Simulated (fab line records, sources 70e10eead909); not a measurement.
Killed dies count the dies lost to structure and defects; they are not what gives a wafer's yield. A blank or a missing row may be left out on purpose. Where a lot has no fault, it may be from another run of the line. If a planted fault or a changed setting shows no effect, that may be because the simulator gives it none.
The tool behind it: which one? | flow nand-harc | 14 lots, 42 wafers sampled, at 4 steps of a route of 1302

== WHAT THE GAUGES READ, wafer by wafer ==
Not one reading of a measure or inspect step in the record can be checked against a usual standard deviation.

== TOOL THAT RAN EACH LOT (tool first, then ch and the chambers of the sampled wafers, then the start) ==
lot  | NHARC_A_CONTACT_ETCH_120             | NHARC_A_CONTACT_ETCH_90            | NHARC_A_CONTACT_ETCH_96                       | NHARC_A_CONTACT_ETCH_102
L493 | har-cap-etch-02 ch 1, day 22 04:36   | rie-diel-08 ch 0,2, day 22 06:05   | rie-diel-08 ch 0,2,3, day 22 06:34 or earlier | rie-diel-01 ch 0,3, day 22 06:34
L494 | har-cap-etch-03 ch 0,1, day 22 14:20 | rie-diel-01 ch 0,3, day 22 15:49   | rie-diel-01 ch 1,2, day 22 16:19 or earlier   | rie-diel-08 ch 2,3, day 22 16:19
L495 | har-cap-etch-01 ch 1, day 22 17:18   | rie-diel-12 ch 0,1,2, day 22 18:47 | rie-diel-12 ch 0,2,3, day 22 19:18 or earlier | rie-diel-08 ch 1,2, day 22 19:18
L501 | har-cap-etch-01 ch 1, day 25 01:34   | rie-diel-01 ch 1,2,3, day 25 03:04 | rie-diel-01 ch 2,3, day 25 03:46 or earlier   | rie-diel-08 ch 0,1, day 25 03:46
L502 | har-cap-etch-02 ch 0,1, day 25 09:38 | rie-diel-12 ch 1,2,3, day 25 11:10 | rie-diel-12 ch 0,3, day 25 11:17              | rie-diel-12 ch 1,2,3, day 25 11:39
L503 | har-cap-etch-01 ch 0,1, day 25 10:13 | rie-diel-08 ch 1,2,3, day 25 11:38 | rie-diel-08 ch 2,3, day 25 11:45              | rie-diel-08 ch 0,3, day 25 12:16
L505 | har-cap-etch-01 ch 0,1, day 25 15:30 | rie-diel-08 ch 0,3, day 25 16:59   | rie-diel-08 ch 0,3, day 25 18:04 or earlier   | rie-diel-08 ch 0,2,3, day 25 18:04
L506 | har-cap-etch-02 ch 0,1, day 27 02:27 | rie-diel-01 ch 0,2,3, day 27 03:56 | rie-diel-01 ch 1,2, day 27 04:26 or earlier   | rie-diel-01 ch 1,2,3, day 27 04:26
L508 | har-cap-etch-03 ch 0,1, day 27 09:06 | rie-diel-08 ch 0,1,3, day 27 10:35 | rie-diel-08 ch 1,2, day 27 11:06 or earlier   | rie-diel-08 ch 0,1,2, day 27 11:06
L509 | har-cap-etch-02 ch 0,1, day 28 10:22 | rie-diel-08 ch 1,3, day 28 11:47   | rie-diel-08 ch 0,3, day 28 11:58              | rie-diel-01 ch 0,1, day 28 12:21
L512 | har-cap-etch-03 ch 0,1, day 28 22:42 | rie-diel-08 ch 2,3, day 29 00:11   | rie-diel-08 ch 0,2, day 29 00:43 or earlier   | rie-diel-08 ch 2,3, day 29 00:43
L513 | har-cap-etch-02 ch 0,1, day 29 11:20 | rie-diel-08 ch 0,3, day 29 12:49   | rie-diel-08 ch 1,2, day 29 13:20 or earlier   | rie-diel-08 ch 1,2, day 29 13:20
L514 | har-cap-etch-02 ch 0,1, day 30 14:17 | rie-diel-08 ch 0,1,3, day 30 15:46 | rie-diel-08 ch 1,2, day 30 16:15 or earlier   | rie-diel-08 ch 0,2, day 30 16:15
L515 | har-cap-etch-03 ch 0,1, day 30 20:52 | rie-diel-08 ch 0,2,3, day 30 22:20 | rie-diel-08 ch 0,1,2, day 30 22:50 or earlier | rie-diel-08 ch 1,2,3, day 30 22:50
- NHARC_A_CONTACT_ETCH_120: etches the open film in C4F8/O2/Ar, time 190 s, target depth 1850 nm.
- NHARC_A_CONTACT_ETCH_90: etches the open film in CH3F/O2, target depth 40 nm, time 85.7 s.
- NHARC_A_CONTACT_ETCH_96: etches the open film in C4F6/O2, target depth 20 nm, time 10 s.
- NHARC_A_CONTACT_ETCH_102: etches the open film in CF4/O2, target depth 100 nm, overetch 10 nm, time 55 s.

== AS READ BY THE TOOLS THEMSELVES (means over the sampled wafers that have a number; for cases with no such wafer, the mark the record gives instead) ==
NHARC_A_CONTACT_ETCH_120.
lot  | tool            | chamber-pressure-mTorr (mTorr) | oes-air-line-au (a.u.)
L493 | har-cap-etch-02 | 19.991                         | 0.994
L494 | har-cap-etch-03 | 20.010                         | 1.003
L495 | har-cap-etch-01 | 19.990                         | 0.990
L501 | har-cap-etch-01 | 19.992                         | 1.004
L502 | har-cap-etch-02 | 20.015                         | 1.009
L503 | har-cap-etch-01 | 19.994                         | 1.006
L505 | har-cap-etch-01 | 19.989                         | 1.012
L506 | har-cap-etch-02 | 20.012                         | 0.997
L508 | har-cap-etch-03 | 19.998                         | 0.994
L509 | har-cap-etch-02 | 20.002                         | 0.988
L512 | har-cap-etch-03 | 19.997                         | 0.994
L513 | har-cap-etch-02 | 19.984                         | 1.014
L514 | har-cap-etch-02 | 20.002                         | 0.998
L515 | har-cap-etch-03 | 20.009                         | 0.981

NHARC_A_CONTACT_ETCH_90.
lot  | tool        | bias-w (W) | ch3f-flow-sccm (sccm) | drypump-motor-current-A (A) | o2-flow-sccm (sccm) | oes-product-au (a.u.) | rf-fwd-power-W (W) | rf-vpp-V (V) | showerhead-plenum-p-Torr (Torr) | throttle-valve-pct (%)
L493 | rie-diel-08 | 99.74      | 50.15                 | 5.41                        | 30.08               | 0.93                  | 496.1              | 244.8        | 2.52                            | 20.667
L494 | rie-diel-01 | 99.80      | 50.13                 | 5.66                        | 29.95               | 0.92                  | 498.4              | 243.2        | 2.37                            | 20.667
L495 | rie-diel-12 | 100.27     | 50.11                 | 5.71                        | 30.07               | 0.93                  | 495.3              | 243.4        | 2.43                            | 20.668
L501 | rie-diel-01 | 99.99      | 49.87                 | 5.74                        | 29.97               | 1.00                  | 498.1              | 244.9        | 2.46                            | 20.657
L502 | rie-diel-12 | -          | -                     | -                           | -                   | -                     | -                  | -            | -                               | -
L503 | rie-diel-08 | -          | -                     | -                           | -                   | -                     | -                  | -            | -                               | -
L505 | rie-diel-08 | 99.80      | 49.82                 | 5.59                        | 29.99               | 1.00                  | 495.8              | 244.6        | 2.53                            | 20.656
L506 | rie-diel-01 | 99.97      | 49.92                 | 5.82                        | 29.89               | 0.92                  | 497.1              | 243.3        | 2.38                            | 20.664
L508 | rie-diel-08 | 99.85      | 49.95                 | 5.80                        | 30.03               | 0.93                  | 496.0              | 244.5        | 2.47                            | 20.670
L509 | rie-diel-08 | 100.04     | 50.04                 | 5.96                        | 30.01               | 0.94                  | 496.4              | 244.5        | 2.47                            | 20.667
L512 | rie-diel-08 | 99.78      | 50.04                 | 5.50                        | 29.96               | 1.02                  | 494.1              | 246.2        | 2.57                            | 20.671
L513 | rie-diel-08 | 99.89      | 49.92                 | 5.64                        | 29.90               | 1.00                  | 496.4              | 244.6        | 2.47                            | 20.670
L514 | rie-diel-08 | 99.98      | 50.09                 | 5.78                        | 29.94               | 0.93                  | 497.5              | 244.6        | 2.47                            | 20.660
L515 | rie-diel-08 | 99.91      | 50.00                 | 5.51                        | 29.95               | 1.00                  | 497.1              | 244.9        | 2.52                            | 20.662

NHARC_A_CONTACT_ETCH_96.
lot  | tool        | bias-w (W) | c4f6-flow-sccm (sccm) | drypump-motor-current-A (A) | o2-flow-sccm (sccm) | oes-product-au (a.u.) | rf-fwd-power-W (W) | rf-vpp-V (V) | showerhead-plenum-p-Torr (Torr) | throttle-valve-pct (%)
L493 | rie-diel-08 | 499.0      | 24.97                 | 5.52                        | 20.04               | 0.940                 | 587.7              | 549          | 4.03                            | 26.907
L494 | rie-diel-01 | 500.3      | 24.97                 | 5.61                        | 19.99               | 0.930                 | 587.8              | 550          | 4.09                            | 26.909
L495 | rie-diel-12 | 500.1      | 25.03                 | 5.50                        | 19.99               | 0.939                 | 585.8              | 545          | 3.88                            | 26.905
L501 | rie-diel-01 | 501.1      | 24.97                 | 5.86                        | 20.02               | 0.999                 | 588.5              | 544          | 3.79                            | 26.917
L502 | rie-diel-12 | 500.2      | 25.02                 | 5.21                        | 19.97               | 0.948                 | 584.9              | 548          | 4.01                            | 26.905
L503 | rie-diel-08 | 499.4      | 24.96                 | 5.40                        | 19.98               | 0.964                 | 585.2              | 551          | 4.09                            | 26.904
L505 | rie-diel-08 | 500.4      | 25.05                 | 5.64                        | 20.05               | 1.006                 | 585.1              | 548          | 3.95                            | 26.905
L506 | rie-diel-01 | 500.4      | 25.09                 | 5.63                        | 19.99               | 0.937                 | 589.5              | 549          | 4.07                            | 26.907
L508 | rie-diel-08 | 501.7      | 24.96                 | 5.58                        | 19.99               | 0.952                 | 582.3              | 548          | 4.00                            | 26.906
L509 | rie-diel-08 | 501.2      | 24.95                 | 5.62                        | 20.01               | 0.961                 | 587.6              | 547          | 3.95                            | 26.903
L512 | rie-diel-08 | 499.1      | 24.98                 | 5.41                        | 19.87               | 1.014                 | 586.1              | 548          | 4.01                            | 26.892
L513 | rie-diel-08 | 499.8      | 25.01                 | 5.59                        | 20.05               | 1.011                 | 585.5              | 548          | 4.00                            | 26.904
L514 | rie-diel-08 | 499.6      | 25.02                 | 5.57                        | 19.97               | 0.961                 | 585.7              | 548          | 3.99                            | 26.908
L515 | rie-diel-08 | 499.7      | 24.98                 | 5.69                        | 19.99               | 0.995                 | 587.7              | 546          | 3.92                            | 26.907

NHARC_A_CONTACT_ETCH_102.
lot  | tool        | bias-w (W) | cf4-flow-sccm (sccm) | drypump-motor-current-A (A) | o2-flow-sccm (sccm) | oes-product-au (a.u.) | rf-fwd-power-W (W) | rf-vpp-V (V) | showerhead-plenum-p-Torr (Torr) | throttle-valve-pct (%)
L493 | rie-diel-01 | 100.42     | 80.05                | 5.7                         | 20.00               | 0.990                 | 297.9              | 196.8        | 1.29                            | 13.394
L494 | rie-diel-08 | 99.88      | 80.06                | 5.5                         | 19.92               | 0.996                 | 296.3              | 198.2        | 1.41                            | 13.389
L495 | rie-diel-08 | 99.96      | 79.89                | 5.6                         | 20.01               | 1.002                 | 296.4              | 198.6        | 1.37                            | 13.401
L501 | rie-diel-08 | 100.06     | 80.07                | 5.9                         | 19.97               | 1.006                 | 296.3              | 196.6        | 1.31                            | 13.390
L502 | rie-diel-12 | 99.86      | 80.05                | 5.5                         | 19.98               | 1.007                 | 296.2              | 198.7        | 1.36                            | 13.406
L503 | rie-diel-08 | 99.85      | 80.10                | 5.6                         | 19.99               | 1.003                 | 297.8              | 198.6        | 1.37                            | 13.392
L505 | rie-diel-08 | 99.87      | 80.15                | 5.5                         | 19.98               | 1.006                 | 296.7              | 197.1        | 1.37                            | 13.401
L506 | rie-diel-01 | 100.18     | 80.21                | 5.7                         | 19.99               | 1.001                 | 298.1              | 197.7        | 1.33                            | 13.397
L508 | rie-diel-08 | 100.11     | 79.81                | 5.7                         | 19.99               | 1.015                 | 296.0              | 198.6        | 1.34                            | 13.400
L509 | rie-diel-01 | 100.17     | 80.08                | 5.5                         | 19.95               | 0.995                 | 297.6              | 198.8        | 1.37                            | 13.397
L512 | rie-diel-08 | 99.65      | 80.22                | 5.4                         | 20.06               | 1.004                 | 296.4              | 198.6        | 1.39                            | 13.409
L513 | rie-diel-08 | 100.13     | 80.25                | 5.6                         | 20.03               | 1.019                 | 296.9              | 198.0        | 1.36                            | 13.405
L514 | rie-diel-08 | 100.11     | 79.94                | 5.5                         | 19.97               | 1.000                 | 297.9              | 197.2        | 1.34                            | 13.391
L515 | rie-diel-08 | 100.09     | 80.07                | 5.7                         | 19.99               | 0.999                 | 296.1              | 198.9        | 1.37                            | 13.393

== THE ANSWER, worked out from the rows above alone ==
Rule: usual is defined by the lots themselves. Put in order of their means at a reading, lots are off if they are a third of the lots or fewer, leave a main group of 4 or more, and stand apart from it by a gap of 3 or more times the standard deviation of the main group's means; of several such gaps the widest counts. Not used: any main group whose means are identical at the precision the tables above print for the reading. A lot without any number at a reading at which 4 lots or more have one is off too. All remaining lots with rows at the step are treated as sound. The gauges are gone through in route order, then the tools' own readings, and for those a lot's mean is taken as printed above. At the first step where some lot is off, the reading lying furthest off is the one used; lots without a number count as furthest.
Off: L502, L503 (NHARC_A_CONTACT_ETCH_90, bias-w). Without a number there: L502, L503. The main group: mean 99.92 W, standard deviation 0.14.
A tool fits if, at that step or a process step before it, it ran every lot that is off, and no sound lot after the first of them. Not one of the candidates tried fits.

== WHAT THE SIMULATOR PUT IN ==
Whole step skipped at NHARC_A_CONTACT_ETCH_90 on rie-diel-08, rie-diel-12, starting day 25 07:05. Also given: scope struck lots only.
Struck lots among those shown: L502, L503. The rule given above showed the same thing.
